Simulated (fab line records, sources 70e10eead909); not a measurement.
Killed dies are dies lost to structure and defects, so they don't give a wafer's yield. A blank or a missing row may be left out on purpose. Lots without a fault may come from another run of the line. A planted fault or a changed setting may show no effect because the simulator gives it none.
Which tool did it? | flow nand_harc | 11 lots, 33 wafers sampled, at 5 steps of a route of 1159

WHAT THE GAUGES READ, wafer by wafer
NHARC_END_SORT_01. Usual: killed_at_array 28, standard deviation 11; killed_at_other 0.7, standard deviation 0.88; killed_at_periphery 3.1, standard deviation 2.2; killed_dies 31, standard deviation 12; killed_open 3.3, standard deviation 2; killed_short 2.0, standard deviation 1.6.
lot  | measured     | on        | killed_at_array | killed_at_other | killed_at_periphery | killed_dies | killed_open | killed_short | flag
L873 | day 21 22:43 | prober-01 | 674 672 672     | 0 1 1           | 3 4 4               | 677 677 677 | 3 1 5       | 3 2 3        | OFF
L875 | day 22 14:23 | prober-01 | 675 671 675     | 1 0 0           | 1 6 2               | 677 677 677 | 1 5 0       | 2 2 4        | OFF
L874 | day 22 22:05 | prober-02 | 671 676 674     | 1 0 0           | 5 1 3               | 677 677 677 | 1 4 6       | 6 0 4        | OFF

WHICH TOOL RAN EACH LOT (tool, then ch and the chambers of the sampled wafers, then the start)
lot  | NHARC_A_CONTACT_ETCH_76                       | NHARC_A_CONTACT_ETCH_77                       | NHARC_A_CONTACT_ETCH_125             | NHARC_A_CONTACT_ETCH_127
L865 | rie_diel-05 ch 0,2, day 17 05:52 or earlier   | rie_diel-05 ch 0,2,3, day 17 05:52 or earlier | har_cap_etch-03 ch 0,1, day 17 05:52 | har_cap_etch-03 ch 0,1, day 17 06:14
L867 | rie_diel-05 ch 1,2, day 17 10:28 or earlier   | rie_diel-05 ch 0,2, day 17 10:28 or earlier   | har_cap_etch-02 ch 0,1, day 17 10:28 | har_cap_etch-02 ch 0,1, day 17 10:45
L873 | rie_diel-07 ch 1,2,3, day 19 13:34 or earlier | rie_diel-07 ch 0,1,3, day 19 13:34 or earlier | har_cap_etch-02 ch 0,1, day 19 13:34 | har_cap_etch-02 ch 0,1, day 19 13:50
L875 | rie_diel-05 ch 0,1,2, day 20 05:14 or earlier | rie_diel-05 ch 1,2,3, day 20 05:14 or earlier | har_cap_etch-02 ch 0,1, day 20 05:14 | har_cap_etch-02 ch 0,1, day 20 05:31
L874 | rie_diel-05 ch 0,1, day 20 06:20 or earlier   | rie_diel-05 ch 0,1, day 20 06:20 or earlier   | har_cap_etch-03 ch 0,1, day 20 06:20 | har_cap_etch-03 ch 0,1, day 20 06:37
L877 | rie_diel-05 ch 1,3, day 20 11:28 or earlier   | rie_diel-05 ch 0,1,2, day 20 11:28 or earlier | har_cap_etch-01 ch 0,1, day 20 11:28 | har_cap_etch-01 ch 0,1, day 20 11:45
L879 | rie_diel-05 ch 0,3, day 21 14:43 or earlier   | rie_diel-05 ch 0,3, day 21 14:43 or earlier   | har_cap_etch-03 ch 0,1, day 21 14:43 | har_cap_etch-03 ch 0,1, day 21 15:00
L882 | rie_diel-05 ch 0,2,3, day 22 05:35 or earlier | rie_diel-05 ch 0,3, day 22 05:35 or earlier   | har_cap_etch-03 ch 0, day 22 05:35   | har_cap_etch-03 ch 0, day 22 05:53
L884 | rie_diel-05 ch 2,3, day 22 07:35 or earlier   | rie_diel-05 ch 0,3, day 22 07:35 or earlier   | har_cap_etch-03 ch 0, day 22 07:35   | har_cap_etch-03 ch 0, day 22 07:52
L881 | rie_diel-07 ch 0,3, day 22 14:13 or earlier   | rie_diel-07 ch 0,1, day 22 14:13 or earlier   | har_cap_etch-03 ch 0,1, day 22 14:13 | har_cap_etch-03 ch 0,1, day 22 14:30
L885 | rie_diel-11 ch 0,2,3, day 22 16:43 or earlier | rie_diel-11 ch 0,1,2, day 22 16:43 or earlier | har_cap_etch-02 ch 0,1, day 22 16:43 | har_cap_etch-02 ch 0,1, day 22 16:59
- NHARC_A_CONTACT_ETCH_76: etches the open film in N2/H2, target depth 260 nm, time 475.3 s.
- NHARC_A_CONTACT_ETCH_77: etches the open film in CF4/CHF3, target depth 72.6 nm, time 36.3 s.
- NHARC_A_CONTACT_ETCH_125: etches the open film in C4F8/O2/Ar, time 155 s, target depth 956 nm.
- NHARC_A_CONTACT_ETCH_127: etches the open film in C4F8/O2/Ar, time 155 s, target depth 956 nm.

WHAT THE TOOLS THEMSELVES READ (means of the sampled wafers that have a number; where no wafer has one, the mark that the record gives instead)
NHARC_A_CONTACT_ETCH_76. Usual: bias_w 150.0 W, standard deviation 0.5; chamber_pressure_mTorr 30.000 mTorr, standard deviation 0.028; drypump_motor_current_A 5.6 A, standard deviation 0.41; h2_flow_sccm 150.0 sccm, standard deviation 0.45; oes_product_au 1.001 a.u., standard deviation 0.014; rf_vpp_V 428.8 V, standard deviation 2.5; showerhead_plenum_p_Torr 1.98 Torr, standard deviation 0.085; throttle_valve_pct 14.170 %, standard deviation 0.0094.
lot  | tool        | bias_w (W) | chamber_pressure_mTorr (mTorr) | drypump_motor_current_A (A) | h2_flow_sccm (sccm) | oes_product_au (a.u.) | rf_vpp_V (V) | showerhead_plenum_p_Torr (Torr) | throttle_valve_pct (%) | flag
L865 | rie_diel-05 | 150.2      | 29.985                         | 5.6                         | 149.9               | 0.981                 | 428.1        | 1.93                            | 14.183                 |
L867 | rie_diel-05 | 150.4      | 30.006                         | 5.5                         | 150.0               | 0.986                 | 427.6        | 1.96                            | 14.179                 |
L873 | rie_diel-07 | 150.2      | 30.023                         | 6.2                         | 149.6               | 0.993                 | 431.7        | 2.08                            | 14.170                 |
L875 | rie_diel-05 | 150.0      | 30.002                         | 5.5                         | 150.2               | 1.001                 | 427.2        | 1.94                            | 14.172                 |
L874 | rie_diel-05 | 149.5      | 30.005                         | 5.5                         | 150.0               | 1.002                 | 428.0        | 1.94                            | 14.179                 |
L877 | rie_diel-05 | 149.9      | 29.990                         | 5.4                         | 149.7               | 1.013                 | 428.2        | 1.96                            | 14.170                 |
L879 | rie_diel-05 | 150.1      | 29.995                         | 5.5                         | 150.3               | 1.013                 | 427.3        | 1.93                            | 14.167                 |
L882 | rie_diel-05 | 150.5      | 29.994                         | 5.6                         | 149.9               | 1.004                 | 427.7        | 1.93                            | 14.165                 |
L884 | rie_diel-05 | 150.6      | 29.999                         | 5.5                         | 150.3               | 1.014                 | 427.5        | 1.94                            | 14.172                 |
L881 | rie_diel-07 | 149.9      | 30.014                         | 5.4                         | 150.0               | 1.005                 | 434.2        | 2.18                            | 14.174                 |
L885 | rie_diel-11 | 149.7      | 29.987                         | 5.5                         | 150.1               | 0.999                 | 428.7        | 1.97                            | 14.165                 |

NHARC_A_CONTACT_ETCH_77. Usual: bias_w 200.0 W, standard deviation 0.59; cf4_flow_sccm 99.98 sccm, standard deviation 0.29; drypump_motor_current_A 5.6 A, standard deviation 0.4; oes_product_au 0.942 a.u., standard deviation 0.025; rf_vpp_V 369.0 V, standard deviation 2.2; showerhead_plenum_p_Torr 1.53 Torr, standard deviation 0.061; throttle_valve_pct 16.803 %, standard deviation 0.0088.
lot  | tool        | bias_w (W) | cf4_flow_sccm (sccm) | drypump_motor_current_A (A) | oes_product_au (a.u.) | rf_vpp_V (V) | showerhead_plenum_p_Torr (Torr) | throttle_valve_pct (%) | flag
L865 | rie_diel-05 | 199.7      | 100.05               | 5.6                         | 0.934                 | 368.4        | 1.50                            | 16.809                 |
L867 | rie_diel-05 | 199.6      | 100.04               | 5.6                         | 0.912                 | 368.3        | 1.50                            | 16.798                 |
L873 | rie_diel-07 | 200.2      | 100.10               | 5.7                         | 0.987                 | 372.7        | 1.66                            | 16.805                 |
L875 | rie_diel-05 | 199.6      | 100.22               | 5.5                         | 0.966                 | 368.2        | 1.51                            | 16.803                 |
L874 | rie_diel-05 | 199.7      | 99.97                | 5.5                         | 0.929                 | 368.9        | 1.50                            | 16.801                 |
L877 | rie_diel-05 | 199.8      | 99.99                | 5.5                         | 0.973                 | 367.9        | 1.50                            | 16.804                 |
L879 | rie_diel-05 | 200.4      | 100.13               | 5.5                         | 0.938                 | 368.3        | 1.50                            | 16.803                 |
L882 | rie_diel-05 | 200.0      | 100.04               | 5.6                         | 0.978                 | 366.9        | 1.48                            | 16.798                 |
L884 | rie_diel-05 | 200.3      | 100.28               | 5.6                         | 0.957                 | 367.0        | 1.48                            | 16.798                 |
L881 | rie_diel-07 | 200.7      | 99.62                | 6.0                         | 0.945                 | 373.0        | 1.63                            | 16.805                 |
L885 | rie_diel-11 | 200.0      | 99.81                | 5.4                         | 0.922                 | 367.9        | 1.52                            | 16.801                 |

NHARC_A_CONTACT_ETCH_125. Usual: chamber_pressure_mTorr 20.001 mTorr, standard deviation 0.02; oes_air_line_au 1.000 a.u., standard deviation 0.021.
lot  | tool            | chamber_pressure_mTorr (mTorr) | oes_air_line_au (a.u.) | flag
L865 | har_cap_etch-03 | 20.004                         | 0.977                  |
L867 | har_cap_etch-02 | 20.006                         | 1.016                  |
L873 | har_cap_etch-02 | -                              | -                      | OFF
L875 | har_cap_etch-02 | -                              | -                      | OFF
L874 | har_cap_etch-03 | -                              | -                      | OFF
L877 | har_cap_etch-01 | 20.009                         | 0.992                  |
L879 | har_cap_etch-03 | 20.015                         | 1.039                  |
L882 | har_cap_etch-03 | 19.983                         | 1.001                  |
L884 | har_cap_etch-03 | 19.993                         | 0.995                  |
L881 | har_cap_etch-03 | 19.988                         | 0.998                  |
L885 | har_cap_etch-02 | 19.997                         | 0.989                  |

NHARC_A_CONTACT_ETCH_127. Usual: chamber_pressure_mTorr 19.998 mTorr, standard deviation 0.018; oes_air_line_au 1.001 a.u., standard deviation 0.02.
lot  | tool            | chamber_pressure_mTorr (mTorr) | oes_air_line_au (a.u.) | flag
L865 | har_cap_etch-03 | 20.004                         | 0.993                  |
L867 | har_cap_etch-02 | 19.999                         | 0.987                  |
L873 | har_cap_etch-02 | 20.004                         | 0.998                  |
L875 | har_cap_etch-02 | 19.987                         | 0.988                  |
L874 | har_cap_etch-03 | 19.988                         | 0.998                  |
L877 | har_cap_etch-01 | 19.999                         | 1.003                  |
L879 | har_cap_etch-03 | 19.995                         | 1.013                  |
L882 | har_cap_etch-03 | 19.982                         | 1.012                  |
L884 | har_cap_etch-03 | 20.020                         | 1.014                  |
L881 | har_cap_etch-03 | 19.971                         | 1.004                  |
L885 | har_cap_etch-02 | 19.982                         | 0.999                  |

THE ANSWER, worked out from the rows above alone
Rule: a lot is off if the mean of its wafers that have a number lies more than 3 standard deviations from the usual mean. A lot without any number at a reading at which 4 lots or more have one is off too. The other lots that the step has rows for count as sound. The gauges are gone through in route order, then the tools' own readings, and for those a lot's mean is taken as printed above. The first step at which some lot is off is used, and at that step the reading that is off furthest; a lot without a number counts as furthest.
Off: L873, L875, L874, at NHARC_END_SORT_01 (killed_at_array). Neither off nor sound, because the step has no rows for them: L865, L867, L877, L879, L882, L884, L881, L885.
A tool fits if, at a process step before that reading, it ran every lot that is off, and no sound lot after the first of them. The gauges at NHARC_END_SORT_01 aren't tried: what is off there is off at NHARC_A_CONTACT_ETCH_125 too, on other tools, and a gauge's error can't cause that. NHARC_A_CONTACT_ETCH_76 gives no start for some lots, so the hours and the order of its lots are those of NHARC_A_CONTACT_ETCH_125. NHARC_A_CONTACT_ETCH_77 gives no start for some lots, so the hours and the order of its lots are those of NHARC_A_CONTACT_ETCH_125. None of those tried fits.

WHAT THE SIMULATOR HAD PUT IN
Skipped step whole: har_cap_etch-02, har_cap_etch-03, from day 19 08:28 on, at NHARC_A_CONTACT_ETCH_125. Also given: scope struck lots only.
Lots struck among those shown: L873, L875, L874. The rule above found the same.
